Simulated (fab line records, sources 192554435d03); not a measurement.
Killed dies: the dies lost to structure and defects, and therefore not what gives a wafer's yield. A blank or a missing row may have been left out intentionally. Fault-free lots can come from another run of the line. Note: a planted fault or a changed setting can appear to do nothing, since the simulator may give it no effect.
Chamber matching -- flow n5-finfet -- N5_BEOL_M15_ETCH_57 on rie-diel-06: 4 sister chambers
The step etches SOC in N2/H2, time 750 s. 22 wafers are shown with their chamber, then 11 later ones without.

WAFERS WITH THEIR CHAMBER
wafer,chamber,drypump-motor-current-A (A),showerhead-plenum-p-Torr (Torr),throttle-valve-pct (%)
L077.4,1,5.9,2.50,18.3
L077.5,1,5.9,2.50,18.3
L077.6,0,5.7,2.61,17.4
L080.1,0,5.7,2.61,17.4
L080.4,3,5.8,2.59,17.4
L080.5,2,5.2,2.56,18.0
L078.4,3,5.8,2.59,17.4
L078.5,2,5.2,2.56,18.0
L078.6,0,5.8,2.61,17.4
L082.1,0,5.7,2.60,17.4
L082.3,0,5.8,2.60,17.4
L082.5,0,5.7,2.60,17.4
L085.1,1,5.9,2.49,17.9
L085.2,0,5.8,2.60,17.5
L085.3,2,5.2,2.55,18.0
L085.4,3,5.8,2.58,17.4
L085.5,3,5.8,2.58,17.4
L085.6,0,5.7,2.60,17.4
L083.2,1,5.9,2.49,17.9
L083.5,3,5.8,2.58,17.4
L083.6,0,5.7,2.60,17.4
L086.3,2,5.2,2.55,18.1

SIGNATURES, as means of the wafers listed above
reading,chamber 0,chamber 1,chamber 2,chamber 3,scatter within a chamber
drypump-motor-current-A,5.733,5.900,5.200,5.800,0.0333
showerhead-plenum-p-Torr,2.6033,2.4950,2.5550,2.5840,0.00537
throttle-valve-pct,17.411,18.100,18.025,17.400,0.099
Rule: a wafer lies at a distance from a chamber equal to the root of the sum of squares, over the readings, of (its reading less the chamber's mean, divided by the reading's scatter). If the next closest chamber is less than 2 further off than the closest, the wafer can't be placed; otherwise it belongs to the closest. The scatter is the square root of a quotient: the sum, over the shown wafers, of each reading's squared deviation from its chamber's mean, divided by wafers minus chambers.

WAFERS WHOSE CHAMBER IS MISSING
wafer,drypump-motor-current-A (A),showerhead-plenum-p-Torr (Torr),throttle-valve-pct (%)
L086.4,5.8,2.60,17.5
L086.5,5.8,2.60,17.5
L091.1,5.8,2.58,17.4
L091.4,5.7,2.59,17.5
L091.6,5.9,2.49,17.9
L096.1,5.9,2.49,18.0
L096.2,5.2,2.54,18.1
L096.3,5.8,2.57,17.5
L097.1,5.9,2.48,18.0
L097.2,5.2,2.54,18.1
L097.4,5.8,2.59,17.5

WHICH CHAMBER EACH WENT THROUGH
wafer,from the rows above,in truth
L086.4,can't be placed: 0 or 3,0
L086.5,can't be placed: 0 or 3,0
L091.1,3,3
L091.4,can't be placed: 0 or 3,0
L091.6,1,1
L096.1,1,1
L096.2,2,2
L096.3,3,3
L097.1,1,1
L097.2,2,2
L097.4,can't be placed: 3 or 0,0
Placed correctly: 7 of 11. Not placeable from these rows: 4 (in 4, the candidates include the true chamber). Wrongly placed: 0.
